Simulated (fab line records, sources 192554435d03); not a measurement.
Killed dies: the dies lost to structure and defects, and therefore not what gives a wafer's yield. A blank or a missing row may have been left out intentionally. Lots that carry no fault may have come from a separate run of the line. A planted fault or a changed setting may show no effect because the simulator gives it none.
A struck lot beside a sound one || flow n5Finfet || 18 out of 1938 route steps
Sound: the wafers L524.2, L524.3, L524.6. Struck: wafer L535.2 (left out: L535.5, a lot-mate that was not struck); the cause follows at the end.
For every step that has rows: the tool of each side, followed by ch and its chambers, followed by its first start. Under that, the readings that differ: sound wafers || struck wafers || difference of the means || sigmas: that difference in standard deviations of wafers without a fault.
alike: words and numbers the same on both sides, and readings whose means are apart by under 2 such deviations; not compared: readings that were withheld, readings missing a value for some wafer, numbers with overlapping values and no deviation given by the record, and bounds like >300 which may hide the same value.
Wherever a step has rows on one side only, a row that says differs or no value, or a row with sigmas, the two part there. Numbers that don't overlap but have no deviation are shown without sigmas and don't part them. A reading that every wafer of one side lacks parts them only if that side has two wafers or more.

first, 9 steps without rows for these wafers: N5_GATE_CUT_COAT_34 (time 60 s, resist thk 60 nm); N5_GATE_CUT_COAT_35 (time 60 s, resist thk 10 nm); N5_GATE_CUT_COAT_27 (time 60 s, resist thk 10 nm); N5_GATE_CUT_COAT_07 (resist thk 30 nm); N5_GATE_CUT_EBR_09; N5_GATE_CUT_SOFTBAKE_08 (time 60 s); N5_GATE_CUT_EXPOSE_10 (exposes mask GATE CUT, target cd 20 nm); N5_GATE_CUT_PEB_11 (peb time 60 s); N5_GATE_CUT_DEVELOP_12 (develop time 30 s).
N5_GATE_CUT_CD_MEAS_13 targets a cd of 20 nm.
  sound on cdSem-01 ch 0, day 4 12:29; struck on cdSem-01 ch 0, day 7 06:17
  alike: cdNm
N5_GATE_CUT_OVL_MEAS_14:
  sound on overlay-02 ch 0, day 4 12:31; struck on overlay-02 ch 0, day 7 06:19
  alike: GATE_CUT_OVL
N5_GATE_CUT_INSPECT_15: inspects for defects (brightfield).
  sound: defectInspect-02 at day 4 12:34; struck: defectInspect-02 at day 7 06:22
  alike: rawDefectCount
N5_GATE_CUT_DESCUM_18: chemistry O2, time 7 s.
  sound on rieDiel-03 ch 0,1, day 4 12:43; struck on rieDiel-04 ch 3, day 7 06:32
{"reading": "model.CAR-EUV_of_GATE_CUT_COAT_07.thkNm (nm)", "sound": "26 26 26", "struck": 27.6, "difference": "+1.6", "sigmas": ""}
  alike: drypumpMotorCurrentA, oesProductAu, rfVppV, showerheadPlenumPTorr, throttleValvePct
  not compared: rfHoursCounterH
N5_GATE_CUT_ETCH_28: etches underlayer in N2/H2, target depth 13 nm, time 10.4 s.
  sound on rieDiel-03 ch 0,1, day 4 12:44; struck on rieDiel-04 ch 3, day 7 06:34
  alike: drypumpMotorCurrentA, etchRfOnTimeS, oesProductAu, rfVppV, showerheadPlenumPTorr, throttleValvePct
  not compared: rfHoursCounterH
N5_GATE_CUT_ETCH_36: etches SiARC in CF4, target depth 13 nm, time 21.7 s.
  sound on rieDiel-03 ch 0,1, day 4 12:46; struck on rieDiel-04 ch 3, day 7 06:35
{"reading": "model.CAR-EUV_of_GATE_CUT_COAT_07.thkNm (nm)", "sound": "6.8 7 6.8", "struck": 8.4, "difference": "+1.5", "sigmas": ""}
  alike: drypumpMotorCurrentA, etchRfOnTimeS, oesProductAu, rfVppV, showerheadPlenumPTorr, throttleValvePct
  not compared: rfHoursCounterH
N5_GATE_CUT_ETCH_37: etches SOC in N2/H2, target depth 60 nm, overetch 12 nm, time 90 s.
  sound on rieDiel-03 ch 0,1, day 4 12:47; struck on rieDiel-04 ch 3, day 7 06:37
  alike: drypumpMotorCurrentA, oesProductAu, rfVppV, showerheadPlenumPTorr, throttleValvePct
  not compared: rfHoursCounterH
-- here the record skips 3 days between the struck wafers' starts before and after, leaving off in module GATE_CUT and picking up in module BEOL_M4 (first step shown: number 1111 of the route) --
N5_BEOL_M4_RC_MEAS_101:
  sound on prober-02 ch 0, day 8 11:55; struck on prober-01 ch 0, day 10 18:22
  alike: DIBL_N, DIBL_P, IOFF_N, IOFF_P, ION_N, ION_P, SS_N, SS_P, VT_N, VT_P
-- a jump in the record: the struck wafers' starts before and after are 4 days apart (it breaks off in module BEOL_M4 and resumes in module PASSIVATION, where the first step shown is number 1936 of the route) --
N5_PASSIVATION_PROBE_49:
  sound: prober-02 at day 13 11:31; struck: prober-02 at day 15 01:19
  alike: defectLimitedYield, killed_at_M0_to_M3, killed_at_M4_up, killedAtContacts, killedAtFrontEnd, killedAtOther, killedDies, killedOpen, killedShort, sort_bin_4_leakage, sort_bin_5_function, sort_bin_6_memory, sortNPass, sortYieldPct

WHERE THEY PART
Nowhere in this record.

WHY: whatever the simulator had introduced
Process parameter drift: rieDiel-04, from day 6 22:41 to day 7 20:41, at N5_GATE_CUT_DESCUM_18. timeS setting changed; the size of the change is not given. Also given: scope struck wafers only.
